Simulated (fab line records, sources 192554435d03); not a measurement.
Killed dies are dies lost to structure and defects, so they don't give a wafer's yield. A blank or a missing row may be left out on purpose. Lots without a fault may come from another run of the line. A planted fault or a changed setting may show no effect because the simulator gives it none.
fab line records | flow n5_finfet
record lots=24 wafers=72 last_day=17
route steps=1938 shown BEOL_M8@1392 BEOL_M9@1401
lots that met no fault: from a run of the same line without faults
start_h: hours from the record's first day to the start of the lot's first wafer shown | wait_h: hours since the lot's step before | " the same as in the row above | L1.1+2: a row that stands for several wafers | - no value, or no start given | * or withheld: withheld | < > ~ a bound
route shown NAME@n: a module of which the file shows steps, and the number in the route of the first | usual: mean/standard deviation of fault-free wafers | same: alike in all rows | chamber/n: place in a boat | sites: the reading at each site | _std_site: their standard deviation | _edge_site: outer sites' mean less inner sites' | radius_mm: how far each site lies from the wafer's centre | mask NAME#n: copy n | behind: the tool/chamber that last shaped the wafer | hold: why the lot was held/for how many hours/how that ended | device: the transistor (n, p or np) that didn't switch | end of line: the same wafers' tests at the end of the route | a step without rows: its recipe alone | killed: dies lost to structure and defects at the first sort, not the wafer's yield | map: a wafer's dies, x killed, . not, _ none there
set.NAME: the setting as run; set.NAME@STEP: as run at that earlier step | model.NAME: the simulator's own value behind a step, which no gauge read
steps of the route over a sample of lots; a table a step, a row a wafer
services: from which hour (start_h, from the record's first day; less than 0 if before it) a tool's chamber was out of use, for how many hours, and why
## steps
# step N5_BEOL_M8_SPUTTER_48
# recipe material=Cu target_thk_a=100 temp_c=-20 bias_v=60 power_w=26000 chamber_pressure_pa=0.13 time_s=1.667
# usual throttle_valve_pct=29.4/1.2
# columns lot.wafer tool chamber start_h wait_h throttle_valve_pct
L074.4 pvd_sputter-03 - 188.74 0.1 31.1
L074.5 " - " " 29.2
L074.6 " - " " 32.0
L075.2 pvd_sputter-01 - 208.92 1.4 30.1
L075.3 " - " " 29.4
L075.4 " - " " 27.3
L077.2 pvd_sputter-01 - 213.36 0.1 28.0
L077.4 " - " " 29.2
L077.5 " - " " 29.3
L076.1 pvd_sputter-03 - 215.33 0.1 29.0
L076.3 " - " " 31.4
L076.4 " - " " 29.1
L078.1 pvd_sputter-01 - 226.04 0.1 30.3
L078.2 " - " " 29.4
L078.4 " - " " 27.9
L080.1 pvd_sputter-01 - 233.72 0.1 29.4
L080.5 " - " " 29.4
L080.6 " - " " 27.7
L079.2 pvd_sputter-03 - 236.04 1.5 31.3
L079.3 " - " " 29.5
L079.5 " - " " 29.6
L081.2 pvd_sputter-02 - 238.34 0.1 30.0
L081.3 " - " " 30.0
L081.5 " - " " 29.9
L082.1 pvd_sputter-01 - 251.85 0.1 27.4
L082.4 " - " " 28.3
L082.6 " - " " 30.2
L083.1 pvd_sputter-02 - 255.32 0.1 29.9
L083.2 " - " " 30.0
L083.5 " - " " 29.0
L084.1 pvd_sputter-02 - 256.12 0.1 30.1
L084.2 " - " " 29.9
L084.4 " - " " 28.6
L085.2 pvd_sputter-03 - 260.68 0.1 31.3
L085.5 " - " " 28.9
L085.6 " - " " 31.8
L086.1 pvd_sputter-03 - 286.02 0.1 31.6
L086.3 " - " " 31.2
L086.4 " - " " 29.8
L087.3 pvd_sputter-03 - 286.50 0.1 31.2
L087.4 " - " " 31.5
L087.6 " - " " 31.8
L089.4 pvd_sputter-03 - 295.33 0.1 30.8
L089.5 " - " " 29.5
L089.6 " - " " 29.3
L088.3 pvd_sputter-01 - 295.42 0.1 28.4
L088.5 " - " " 27.5
L088.6 " - " " 30.2
L090.3 pvd_sputter-01 - 301.69 0.1 27.4
L090.5 " - " " 29.3
L090.6 " - " " 27.3
L092.1 pvd_sputter-02 - 309.37 0.2 28.7
L092.3 " - " " 29.8
L092.6 " - " " 28.8
L094.1 pvd_sputter-01 - 310.90 0.1 28.2
L094.2 " - " " 30.2
L094.6 " - " " 27.6
L093.2 pvd_sputter-02 - 318.03 0.1 29.2
L093.4 " - " " 30.0
L093.6 " - " " 30.0
L091.1 pvd_sputter-01 - 321.42 0.1 28.0
L091.4 " - " " 29.4
L091.5 " - " " 28.3
L095.1 pvd_sputter-01 - 337.87 0.2 29.0
L095.5 " - " " 29.5
L095.6 " - " " 28.3
L096.1 pvd_sputter-02 - 345.16 0.2 30.0
L096.2 " - " " 29.0
L096.6 " - " " 29.3
L097.1 pvd_sputter-02 - 355.59 0.2 29.4
L097.3 " - " " 30.1
L097.5 " - " " 30.2
# step N5_BEOL_M8_ANNEAL_51
# recipe temp_c=225 time_s=90 ambient=N2
# usual wafer_temp_C_max=225.71/0.22
# columns lot.wafer tool chamber start_h wait_h wafer_temp_C_max
L074.4 rtp_anneal-01 0 189.08 0.2 226.00
L074.5 " 0 " " 225.48
L074.6 " 0 " " 225.50
L075.2 rtp_anneal-02 0 209.17 0.1 226.11
L075.3 " 0 " " 226.07
L075.4 " 0 " " 225.62
L077.2 rtp_anneal-01 0 213.68 0.2 225.53
L077.4 " 0 " " 225.67
L077.5 " 0 " " 225.43
L076.1 rtp_anneal-01 0 215.54 0.1 225.89
L076.3 " 0 " " 225.59
L076.4 " 0 " " 225.62
L078.1 rtp_anneal-02 0 226.27 0.1 225.83
L078.2 " 0 " " 225.80
L078.4 " 0 " " 225.92
L080.1 rtp_anneal-01 0 233.93 0.1 225.57
L080.5 " 0 " " 225.70
L080.6 " 0 " " 225.90
L079.2 rtp_anneal-02 0 236.58 0.4 225.52
L079.3 " 0 " " 225.54
L079.5 " 0 " " 225.66
L081.2 rtp_anneal-02 0 238.67 0.2 225.93
L081.3 " 0 " " 225.71
L081.5 " 0 " " 225.81
L082.1 rtp_anneal-01 0 252.11 0.1 225.64
L082.4 " 0 " " 225.79
L082.6 " 0 " " 225.70
L083.1 rtp_anneal-02 0 255.53 0.1 225.84
L083.2 " 0 " " 226.03
L083.5 " 0 " " 225.77
L084.1 rtp_anneal-01 0 256.36 0.1 225.76
L084.2 " 0 " " 225.82
L084.4 " 0 " " 225.53
L085.2 rtp_anneal-01 0 261.02 0.2 225.29
L085.5 " 0 " " 225.19
L085.6 " 0 " " 225.45
L086.1 rtp_anneal-01 0 286.44 0.3 225.71
L086.3 " 0 " " 225.57
L086.4 " 0 " " 225.80
L087.3 rtp_anneal-02 0 286.89 0.2 225.84
L087.4 " 0 " " 226.00
L087.6 " 0 " " 225.61
L089.4 rtp_anneal-02 0 295.68 0.2 225.80
L089.5 " 0 " " 225.83
L089.6 " 0 " " 226.02
L088.3 rtp_anneal-01 0 295.85 0.3 225.52
L088.5 " 0 " " 225.56
L088.6 " 0 " " 225.52
L090.3 rtp_anneal-02 0 302.20 0.3 225.61
L090.5 " 0 " " 225.44
L090.6 " 0 " " 225.80
L092.1 rtp_anneal-02 0 309.72 0.2 226.06
L092.3 " 0 " " 226.05
L092.6 " 0 " " 225.68
L094.1 rtp_anneal-01 0 311.33 0.3 225.69
L094.2 " 0 " " 225.37
L094.6 " 0 " " 225.76
L093.2 rtp_anneal-02 0 318.49 0.3 225.76
L093.4 " 0 " " 225.55
L093.6 " 0 " " 225.65
L091.1 rtp_anneal-02 0 321.96 0.4 226.08
L091.4 " 0 " " 225.90
L091.5 " 0 " " 226.21
L095.1 rtp_anneal-01 0 338.15 0.1 225.52
L095.5 " 0 " " 225.93
L095.6 " 0 " " 225.79
L096.1 rtp_anneal-02 0 345.37 0.1 225.72
L096.2 " 0 " " 225.73
L096.6 " 0 " " 225.73
L097.1 rtp_anneal-01 0 355.80 0.1 225.74
L097.3 " 0 " " 225.56
L097.5 " 0 " " 225.46
# step N5_BEOL_M8_THK_MEAS_53
# recipe thk_meas_gauge=xrf reads=Cu_of_BEOL_M8_ECD_50
# usual M8_THK=77.8/1.7
# columns lot.wafer tool chamber start_h wait_h M8_THK[nm]
L074.4 film_metro-01 - 189.54 - 78.0
L074.5 " - " " 77.2
L074.6 " - " " 74.6
L075.2 film_metro-01 - 209.72 - 78.2
L075.3 " - " " 78.7
L075.4 " - " " 76.6
L077.2 film_metro-01 - 214.23 - 79.3
L077.4 " - " " 74.2
L077.5 " - " " 78.4
L076.1 film_metro-02 - 216.13 - 79.5
L076.3 " - " " 78.1
L076.4 " - " " 76.3
L078.1 film_metro-01 - 226.86 - 77.1
L078.2 " - " " 76.5
L078.4 " - " " 75.6
L080.1 film_metro-01 - 234.52 - 79.0
L080.5 " - " " 76.6
L080.6 " - " " 76.7
L079.2 film_metro-02 - 237.12 - 75.5
L079.3 " - " " 75.6
L079.5 " - " " 76.5
L081.2 film_metro-01 - 239.23 0.2 78.9
L081.3 " - " " 78.9
L081.5 " - " " 80.2
L082.1 film_metro-01 - 252.70 - 76.6
L082.4 " - " " 75.1
L082.6 " - " " 74.1
L083.1 film_metro-01 - 256.13 - 78.2
L083.2 " - " " 78.7
L083.5 " - " " 77.3
L084.1 film_metro-02 - 256.95 - 76.7
L084.2 " - " " 79.6
L084.4 " - " " 80.6
L085.2 film_metro-01 - 261.67 - 75.5
L085.5 " - " " 77.4
L085.6 " - " " 78.2
L086.1 film_metro-01 - 287.03 - 77.6
L086.3 " - " " 79.4
L086.4 " - " " 77.3
L087.3 film_metro-02 - 287.40 - 74.2
L087.4 " - " " 76.5
L087.6 " - " " 74.2
L089.4 film_metro-01 - 296.31 - 78.7
L089.5 " - " " 78.9
L089.6 " - " " 79.1
L088.3 film_metro-02 - 296.37 0.2 76.2
L088.5 " - " " 77.5
L088.6 " - " " 81.1
L090.3 film_metro-02 - 302.70 - 76.6
L090.5 " - " " 78.0
L090.6 " - " " 76.9
L092.1 film_metro-01 - 310.31 - 80.3
L092.3 " - " " 76.8
L092.6 " - " " 79.0
L094.1 film_metro-01 - 311.94 - 78.9
L094.2 " - " " 80.5
L094.6 " - " " 74.9
L093.2 film_metro-01 - 319.03 - 77.6
L093.4 " - " " 77.7
L093.6 " - " " 78.5
L091.1 film_metro-01 - 322.56 - 79.6
L091.4 " - " " 78.7
L091.5 " - " " 78.8
L095.1 film_metro-01 - 338.76 - 76.6
L095.5 " - " " 79.7
L095.6 " - " " 78.5
L096.1 film_metro-02 - 346.18 - 77.8
L096.2 " - " " 81.6
L096.6 " - " " 81.2
L097.1 film_metro-01 - 356.40 - 76.8
L097.3 " - " " 79.0
L097.5 " - " " 78.7
# step N5_BEOL_M9_ILD_DEP_00
# recipe material=SiCOH_lowk target_thk_a=3085.1 temp_c=300 precursor=DEMS/porogen pressure_torr=5 rf_w=500 time_s=58
# usual heater_power_w=308/58 showerhead_plenum_p_Torr=5.741/0.018 throttle_valve_pct=14.2/0.88
# columns lot.wafer tool chamber start_h wait_h heater_power_w showerhead_plenum_p_Torr throttle_valve_pct
L074.4 pecvd-02 1 189.76 0.1 256 5.732 14.0
L074.5 " 2 " " 376 5.695 13.4
L074.6 " 0 " " 390 5.732 13.5
L075.2 pecvd-01 0 209.91 0.0 266 5.785 15.6
L075.3 " 1 " " 298 5.745 14.1
L075.4 " 0 " " 277 5.769 15.8
L077.2 pecvd-03 2 214.43 0.0 368 5.729 13.7
L077.4 " 1 " " 202 5.757 13.1
L077.5 " 2 " " 389 5.726 13.5
L076.1 pecvd-01 1 216.34 0.0 300 5.749 14.0
L076.3 " 0 " " 234 5.778 15.7
L076.4 " 1 " " 236 5.740 14.0
L078.1 pecvd-02 1 227.05 0.0 335 5.735 13.9
L078.2 " 2 " " 378 5.712 13.6
L078.4 " 0 " " 373 5.739 13.7
L080.1 pecvd-01 2 234.71 0.0 234 5.752 14.5
L080.5 " 1 " " 296 5.742 14.2
L080.6 " 2 " " 252 5.751 14.4
L079.2 pecvd-01 1 237.32 0.0 298 5.763 13.9
L079.3 " 0 " " 255 5.770 16.0
L079.5 " 0 " " 265 5.798 16.0
L081.2 pecvd-03 0 239.43 0.0 257 5.732 15.7
L081.3 " 1 " " 211 5.752 12.9
L081.5 " 2 " " 338 5.730 13.5
L082.1 pecvd-02 2 252.90 0.0 399 5.713 13.7
L082.4 " 1 " " 327 5.739 14.0
L082.6 " 0 " " 395 5.742 13.6
L083.1 pecvd-03 2 256.33 0.0 371 5.730 13.5
L083.2 " 0 " " 248 5.743 15.7
L083.5 " 2 " " 379 5.731 13.2
L084.1 pecvd-02 2 257.14 0.0 388 5.713 13.5
L084.2 " 1 " " 333 5.752 13.8
L084.4 " 0 " " 362 5.737 13.7
L085.2 pecvd-02 0 261.86 0.0 411 5.752 13.4
L085.5 " 1 " " 330 5.729 14.0
L085.6 " 0 " " 320 5.749 14.0
L086.1 pecvd-02 1 287.22 0.0 310 5.746 13.7
L086.3 " 2 " " 356 5.719 13.6
L086.4 " 0 " " 396 5.735 13.8
L087.3 pecvd-02 1 287.59 0.0 264 5.731 13.9
L087.4 " 2 " " 353 5.726 13.6
L087.6 " 0 " " 362 5.737 13.8
L089.4 pecvd-02 0 296.53 0.1 394 5.730 13.7
L089.5 " 2 " " 386 5.712 13.6
L089.6 " 1 " " 337 5.732 13.8
L088.3 pecvd-01 0 296.56 0.0 263 5.767 16.0
L088.5 " 2 " " 259 5.754 14.7
L088.6 " 1 " " 239 5.751 14.2
L090.3 pecvd-01 0 302.90 0.0 262 5.760 16.2
L090.5 " 2 " " 272 5.731 14.7
L090.6 " 1 " " 311 5.728 14.3
L092.1 pecvd-03 1 310.50 0.0 198 5.754 12.9
L092.3 " 2 " " 395 5.737 13.4
L092.6 " 2 " " 323 5.739 13.4
L094.1 pecvd-02 1 312.13 0.0 262 5.747 14.0
L094.2 " 0 " " 340 5.737 13.6
L094.6 " 0 " " 351 5.737 13.3
L093.2 pecvd-02 1 319.23 0.0 314 5.739 13.7
L093.4 " 0 " " 391 5.729 13.8
L093.6 " 1 " " 329 5.735 14.1
L091.1 pecvd-01 2 322.79 0.0 275 5.753 14.6
L091.4 " 2 " " 277 5.746 14.7
L091.5 " 0 " " 261 5.777 16.4
L095.1 pecvd-01 0 338.95 0.0 258 5.773 16.1
L095.5 " 1 " " 255 5.739 14.2
L095.6 " 0 " " 259 5.769 16.2
L096.1 pecvd-01 1 346.37 0.0 297 5.741 14.2
L096.2 " 2 " " 270 5.747 15.0
L096.6 " 0 " " 280 5.778 16.1
L097.1 pecvd-02 0 356.59 0.0 383 5.739 13.7
L097.3 " 1 " " 329 5.738 13.8
L097.5 " 1 " " 327 5.735 14.1
# step N5_BEOL_M9_ETCH_62
# recipe chemistry=N2/H2 target=SOC target_depth_a=1100 overetch_a=220 mask_material=SiARC temp_c=40 time_s=165 ion_energy_ev=200 pressure_mtorr=30 source_w=840 bias_w=150 n2_flow_sccm=200 h2_flow_sccm=200
# usual bias_w=150.1/0.48 chamber_pressure_mTorr=29.996/0.027 drypump_motor_current_A=5.6/0.54 oes_product_au=0.69/0.085 rf_vpp_V=523.6/2.8 showerhead_plenum_p_Torr=2.53/0.1 temp_c=40.03/0.12 throttle_valve_pct=17.7/0.34
# columns lot.wafer tool chamber start_h wait_h bias_w chamber_pressure_mTorr drypump_motor_current_A oes_product_au rf_hours_counter_h rf_vpp_V showerhead_plenum_p_Torr temp_c throttle_valve_pct
L074.4 rie_diel-03 1 192.60 0.0 149.6 29.970 4.9 0.72 49 528.3 2.70 40.23 18.2
L074.5 " 0 " " 149.8 30.012 5.7 0.58 - 523.3 2.49 39.82 18.0
L074.6 " 3 " " 150.2 29.986 5.5 0.80 - 522.0 2.50 39.86 17.8
L075.2 rie_diel-03 1 212.59 0.0 149.7 29.971 4.9 0.72 57 528.2 2.69 39.97 18.1
L075.3 " 2 " " 150.6 29.961 6.6 0.63 167 526.7 2.62 40.02 17.6
L075.4 " 3 " " 150.2 29.990 5.4 0.79 - 522.3 2.49 40.10 17.8
L077.2 rie_diel-03 2 217.10 0.0 150.6 29.989 6.6 0.64 169 526.5 2.62 39.73 17.6
L077.4 " 2 " " 150.1 30.024 6.6 0.64 - 527.2 2.62 39.94 17.6
L077.5 " 3 " " 150.0 29.981 5.4 0.78 - 522.8 2.49 39.98 17.8
L076.1 rie_diel-05 2 218.57 0.0 150.0 30.025 5.7 0.56 251 525.0 2.60 39.97 17.4
L076.3 " 0 " " 150.9 30.023 5.5 0.74 58 525.2 2.57 39.97 17.1
L076.4 " 0 " " 150.8 29.994 5.5 0.73 - 524.7 2.57 40.06 17.1
L078.1 rie_diel-03 1 228.42 0.0 150.1 30.037 4.9 0.72 63 527.5 2.69 40.02 18.1
L078.2 " 2 " " 150.0 29.976 6.6 0.64 173 526.7 2.62 40.09 17.6
L078.4 " 0 " " 151.0 29.970 5.6 0.81 2 521.2 2.49 40.00 17.6
L080.1 rie_diel-04 2 237.17 0.0 150.2 30.019 6.3 0.58 236 523.6 2.51 39.98 18.3
L080.5 " 2 " " 150.2 29.994 6.3 0.58 - 524.6 2.51 40.31 18.3
L080.6 " 1 " " 149.8 30.013 5.0 0.60 - 521.0 2.42 40.09 17.9
L079.2 rie_diel-03 2 239.21 0.0 149.6 30.022 6.6 0.63 176 526.1 2.62 40.12 17.6
L079.3 " 3 " " 150.4 29.988 5.5 0.77 19 523.6 2.49 40.02 17.8
L079.5 " 1 " " 150.1 29.993 4.9 0.71 - 528.9 2.69 40.11 18.2
L081.2 rie_diel-04 3 242.49 0.0 150.4 30.001 6.1 0.64 146 521.6 2.44 40.04 17.8
L081.3 " 1 " " 150.4 29.941 5.0 0.60 185 521.3 2.42 39.99 17.9
L081.5 " 2 " " 150.1 29.948 6.3 0.59 - 522.2 2.51 40.08 18.3
L082.1 rie_diel-04 2 255.73 0.0 150.3 30.004 6.3 0.59 241 522.4 2.51 39.91 18.3
L082.4 " 3 " " 149.3 29.993 6.1 0.64 150 519.5 2.44 40.19 17.8
L082.6 " 2 " " 150.0 30.001 6.3 0.58 - 523.2 2.51 39.85 18.3
L083.1 rie_diel-04 3 259.33 0.0 150.2 29.942 6.1 0.63 151 520.7 2.43 39.96 17.8
L083.2 " 1 " " 151.0 29.947 5.0 0.60 190 519.5 2.41 40.11 17.9
L083.5 " 2 " " 150.7 29.989 6.3 0.58 - 522.6 2.51 39.85 18.3
L084.1 rie_diel-05 3 260.56 0.0 150.5 29.999 5.0 0.78 20 521.1 2.48 39.87 17.1
L084.2 " 0 " " 150.4 29.974 5.5 0.71 74 524.8 2.56 40.04 17.2
L084.4 " 0 " " 150.8 30.009 5.5 0.72 - 524.9 2.56 40.01 17.2
L085.2 rie_diel-03 2 265.34 0.0 150.6 30.012 6.6 0.63 181 527.1 2.61 40.17 17.6
L085.5 " 0 " " 150.9 30.008 5.7 0.77 - 521.5 2.48 40.09 17.6
L085.6 " 1 " " 150.1 29.960 4.9 0.70 - 527.1 2.69 39.86 18.2
L086.1 rie_diel-04 1 292.19 0.0 150.4 30.045 5.0 0.59 199 519.9 2.41 40.00 17.9
L086.3 " 0 " " 150.7 29.985 5.1 0.58 242 520.0 2.40 40.16 17.8
L086.4 " 3 " " 149.3 30.033 6.1 0.63 - 522.2 2.43 40.26 17.8
L087.3 rie_diel-05 1 292.55 0.0 150.0 29.989 5.8 0.80 15 528.5 2.73 40.10 17.6
L087.4 " 2 " " 150.0 29.952 5.7 0.81 7 525.2 2.59 39.96 17.0
L087.6 " 2 " " 150.0 30.027 5.7 0.81 - 527.0 2.59 40.14 17.1
L088.3 rie_diel-05 1 297.81 0.0 149.7 29.980 5.8 0.79 16 527.5 2.73 39.93 17.6
L088.5 " 2 " " 150.3 29.998 5.7 0.82 - 525.9 2.59 40.06 17.1
L088.6 " 3 " " 150.4 30.003 5.0 0.77 - 523.0 2.48 40.24 17.1
L089.4 rie_diel-04 0 298.28 0.1 148.6 29.968 5.1 0.57 - 520.9 2.39 40.12 17.8
L089.5 " 1 " " 149.8 30.025 5.0 0.60 - 520.9 2.41 39.96 17.9
L089.6 " 3 " " 150.2 29.983 6.1 0.63 - 522.0 2.43 39.97 17.8
L090.3 rie_diel-03 3 305.37 0.0 149.7 29.949 5.4 0.74 36 522.9 2.48 39.98 17.8
L090.5 " 0 " " 149.7 29.963 5.7 0.76 - 521.4 2.48 40.19 17.7
L090.6 " 3 " " 150.5 29.955 5.4 0.75 - 522.7 2.48 39.82 17.8
L092.1 rie_diel-03 1 313.88 0.0 149.4 29.969 4.9 0.69 84 526.6 2.68 40.12 18.2
L092.3 " 3 " " 151.0 29.993 5.4 0.74 39 522.0 2.48 40.06 17.8
L092.6 " 2 " " 149.2 29.979 6.6 0.62 - 527.2 2.61 39.99 17.7
L094.1 rie_diel-04 2 314.41 0.0 150.4 30.013 6.3 0.85 3 522.4 2.50 39.95 17.9
L094.2 " 3 " " 150.1 30.049 6.0 0.62 172 521.0 2.43 40.15 17.8
L094.6 " 2 " " 149.4 30.004 6.3 0.83 - 523.4 2.50 40.10 17.9
L093.2 rie_diel-03 2 321.16 0.0 149.3 29.995 6.6 0.62 195 526.6 2.61 40.02 17.7
L093.4 " 1 " " 150.3 30.001 4.9 0.69 85 526.8 2.68 39.90 18.2
L093.6 " 3 " " 149.9 29.940 5.4 0.74 - 521.9 2.48 40.00 17.8
L091.1 rie_diel-04 3 324.91 0.0 149.3 30.011 6.0 0.62 176 520.8 2.42 39.97 17.9
L091.4 " 2 " " 149.4 30.019 6.3 0.81 - 521.7 2.50 39.98 17.9
L091.5 " 1 " " 150.0 30.013 5.0 0.58 - 518.3 2.40 39.98 17.9
L095.1 rie_diel-04 3 340.90 0.0 150.7 30.006 6.1 0.61 182 519.9 2.42 40.10 17.9
L095.5 " 0 " " 151.3 29.949 5.1 0.83 - 527.6 2.71 39.91 17.3
L095.6 " 1 " " 150.5 29.975 5.0 0.58 - 520.9 2.40 40.04 17.9
L096.1 rie_diel-05 3 348.91 0.0 150.0 29.992 5.0 0.74 45 520.3 2.47 39.96 17.2
L096.2 " 1 " " 149.6 30.004 5.8 0.76 31 528.5 2.72 39.98 17.7
L096.6 " 0 " " 150.6 29.990 5.5 0.69 - 525.6 2.55 40.10 17.2
L097.1 rie_diel-05 2 358.68 0.0 150.2 29.958 5.7 0.77 25 526.5 2.58 39.85 17.1
L097.3 " 3 " " 149.7 30.030 5.0 0.74 48 521.2 2.47 40.06 17.1
L097.5 " 1 " " 149.8 29.979 5.8 0.76 - 527.8 2.72 40.07 17.7
# step N5_BEOL_M9_HM_OPEN_17
# recipe chemistry=Cl2/BCl3 target_depth_a=200 overetch_a=60 target=TiN mask_material=SOC ion_energy_ev=150 pressure_mtorr=10 icp_w=1000 bias_w=126 Cl2_flow_sccm=53.25 bcl3_flow_sccm=21.75 Ar_flow_sccm=25
# usual bias_w=126.0/0.37 chamber_pressure_mTorr=9.999/0.0089 drypump_motor_current_A=5.67/0.14 oes_ar_750_au=0.81/0.14 oes_product_au=0.70/0.13 throttle_valve_pct=22.28/0.18
# columns lot.wafer tool chamber start_h wait_h bias_w chamber_pressure_mTorr drypump_motor_current_A oes_ar_750_au oes_product_au rf_hours_counter_h throttle_valve_pct
L074.4 rie_metal-03 1 192.82 0.1 125.9 10.002 5.59 0.62 0.52 - 22.30
L074.5 " 0 " " 126.6 9.986 5.51 0.61 0.52 - 22.49
L074.6 " 1 " " 125.8 9.997 5.59 0.61 0.53 - 22.31
L075.2 rie_metal-02 1 212.78 0.0 125.8 9.989 5.66 0.63 0.53 117 22.55
L075.3 " 1 " " 125.8 9.992 5.67 0.63 0.53 - 22.56
L075.4 " 0 " " 126.1 9.987 5.84 0.85 0.76 - 22.26
L077.2 rie_metal-02 1 217.28 0.0 126.2 9.999 5.67 0.63 0.52 117 22.57
L077.4 " 1 " " 126.0 9.996 5.63 0.63 0.52 - 22.58
L077.5 " 0 " " 126.3 9.996 5.85 0.85 0.74 - 22.31
L076.1 rie_metal-02 0 218.76 0.0 125.8 9.991 5.86 0.86 0.74 13 22.30
L076.3 " 1 " " 126.9 10.001 5.67 0.62 0.52 - 22.59
L076.4 " 0 " " 125.8 10.004 5.86 0.85 0.75 - 22.29
L078.1 rie_metal-02 1 228.61 0.0 126.0 9.993 5.67 0.63 0.52 119 22.59
L078.2 " 0 " " 125.2 9.998 5.85 0.84 0.74 15 22.30
L078.4 " 0 " " 125.7 9.996 5.87 0.84 0.74 - 22.29
L080.1 rie_metal-02 1 237.35 0.0 126.0 10.005 5.68 0.62 0.52 119 22.57
L080.5 " 0 " " 125.9 10.013 5.83 0.84 0.75 - 22.27
L080.6 " 1 " " 126.1 10.012 5.65 0.63 0.52 - 22.58
L079.2 rie_metal-03 1 239.40 0.0 126.1 9.992 5.60 0.61 0.52 123 22.30
L079.3 " 0 " " 125.8 9.989 5.53 0.60 0.52 - 22.49
L079.5 " 1 " " 126.1 10.022 5.60 0.61 0.52 - 22.28
L081.2 rie_metal-02 1 242.68 0.0 125.9 9.994 5.64 0.62 0.52 120 22.59
L081.3 " 0 " " 125.5 9.998 5.86 0.84 0.73 - 22.30
L081.5 " 0 " " 125.9 10.001 5.85 0.83 0.74 - 22.29
L082.1 rie_metal-03 0 255.91 0.0 125.8 9.993 5.51 0.61 0.52 121 22.50
L082.4 " 0 " " 126.2 10.019 5.50 0.60 0.52 - 22.51
L082.6 " 1 " " 126.2 10.012 5.60 0.61 0.51 - 22.30
L083.1 rie_metal-03 1 259.51 0.0 126.6 10.002 5.60 0.60 0.52 124 22.32
L083.2 " 0 " " 126.1 9.996 5.51 0.60 0.51 121 22.50
L083.5 " 0 " " 126.1 9.992 5.53 0.60 0.52 - 22.48
L084.1 rie_metal-01 0 260.74 0.0 125.6 9.997 5.29 0.81 0.67 41 22.09
L084.2 " 1 " " 125.9 9.991 5.63 0.69 0.58 79 22.04
L084.4 " 0 " " 125.4 10.013 5.29 0.81 0.66 - 22.08
L085.2 rie_metal-02 0 265.56 0.1 125.9 9.993 5.86 0.83 0.73 - 22.30
L085.5 " 0 " " 125.8 9.997 5.86 0.83 0.73 - 22.31
L085.6 " 0 " " 126.3 9.994 5.86 0.83 0.73 - 22.31
L086.1 rie_metal-03 1 292.38 0.0 126.2 9.997 5.60 0.98 0.83 0 22.29
L086.3 " 1 " " 126.3 9.986 5.59 0.98 0.83 - 22.28
L086.4 " 1 " " 126.4 10.012 5.60 0.98 0.83 - 22.27
L087.3 rie_metal-03 1 292.80 0.1 126.4 10.007 5.59 0.97 0.83 - 22.27
L087.4 " 1 " " 126.6 9.996 5.61 0.97 0.84 - 22.25
L087.6 " 1 " " 126.6 10.018 5.62 0.97 0.83 - 22.27
L088.3 rie_metal-02 1 298.03 0.1 126.5 9.994 5.64 0.99 0.83 - 21.97
L088.5 " 0 " " 125.5 10.018 5.84 0.81 0.71 - 22.30
L088.6 " 1 " " 126.2 9.999 5.65 1.00 0.83 - 21.97
L089.4 rie_metal-03 0 298.43 0.1 125.9 9.997 5.55 1.01 0.86 - 22.06
L089.5 " 1 " " 126.2 10.001 5.57 0.97 0.83 - 22.26
L089.6 " 0 " " 125.7 10.004 5.51 1.00 0.85 - 22.08
L090.3 rie_metal-03 0 305.59 0.1 125.7 10.009 5.49 0.98 0.85 - 22.07
L090.5 " 0 " " 125.2 10.009 5.52 0.98 0.84 - 22.08
L090.6 " 1 " " 125.9 9.969 5.61 0.95 0.81 - 22.27
L092.1 rie_metal-03 0 314.07 0.0 125.5 9.983 5.51 0.97 0.84 1 22.05
L092.3 " 0 " " 126.0 10.007 5.51 0.96 0.84 - 22.07
L092.6 " 1 " " 125.9 10.000 5.59 0.94 0.81 - 22.25
L094.1 rie_metal-03 1 314.59 0.0 126.1 9.992 5.60 0.94 0.81 2 22.25
L094.2 " 0 " " 125.5 10.006 5.51 0.96 0.83 1 22.06
L094.6 " 0 " " 125.5 10.017 5.51 0.97 0.83 - 22.07
L093.2 rie_metal-02 1 321.36 0.0 126.6 10.011 5.64 0.96 0.81 3 21.96
L093.4 " 0 " " 125.7 9.996 5.87 0.81 0.70 - 22.31
L093.6 " 0 " " 125.4 10.008 5.87 0.81 0.71 - 22.33
L091.1 rie_metal-02 1 325.09 0.0 125.8 10.006 5.66 0.96 0.79 4 21.97
L091.4 " 1 " " 126.2 10.009 5.65 0.96 0.79 - 21.98
L091.5 " 1 " " 125.8 9.991 5.65 0.95 0.80 - 22.00
L095.1 rie_metal-02 1 341.09 0.0 125.9 10.005 5.66 0.94 0.80 5 21.99
L095.5 " 1 " " 126.1 9.998 5.66 0.95 0.80 - 21.96
L095.6 " 0 " " 126.0 10.016 5.87 0.80 0.71 - 22.31
L096.1 rie_metal-02 0 349.10 0.0 126.1 9.998 5.86 0.79 0.70 27 22.31
L096.2 " 1 " " 125.3 10.008 5.64 0.94 0.78 6 21.97
L096.6 " 0 " " 126.1 10.007 5.87 0.80 0.70 - 22.32
L097.1 rie_metal-02 1 358.86 0.0 126.2 9.999 5.63 0.93 0.78 7 21.97
L097.3 " 0 " " 125.6 9.985 5.87 0.79 0.70 - 22.33
L097.5 " 0 " " 125.9 10.012 5.87 0.80 0.70 - 22.31
## services
# columns tool chamber start_h hours kind
pecvd-02 1 178.61 2.1 scheduled_down
rie_diel-04 1 183.48 4.8 repair
rie_diel-03 0 193.33 - clean
rie_diel-03 0 193.33 - consumable_replace:focus_ring
rie_diel-03 0 193.33 26.6 scheduled_down
pecvd-01 2 217.11 6.5 repair
pecvd-03 0 218.77 14.6 repair
pecvd-03 - 232.87 3.7 repair
pecvd-01 - 252.22 2.3 repair
rie_metal-02 1 261.93 - clean
rie_metal-02 1 261.93 24.4 scheduled_down
rie_metal-02 1 261.93 24.4 vent_cycle
rie_metal-03 1 262.40 - clean
rie_metal-03 1 262.40 22.1 scheduled_down
rie_metal-03 1 262.40 22.1 vent_cycle
pecvd-02 - 278.99 1.1 repair
rie_metal-03 0 284.50 - clean
rie_metal-03 0 284.50 13.2 scheduled_down
rie_metal-03 0 284.50 13.2 vent_cycle
pecvd-02 0 297.90 5.5 scheduled_down
pvd_sputter-03 - 328.74 2.3 repair
rie_diel-03 1 342.20 1.8 repair
pecvd-03 2 346.52 7.2 repair
pecvd-02 2 356.75 5.5 scheduled_down
## key
fault none
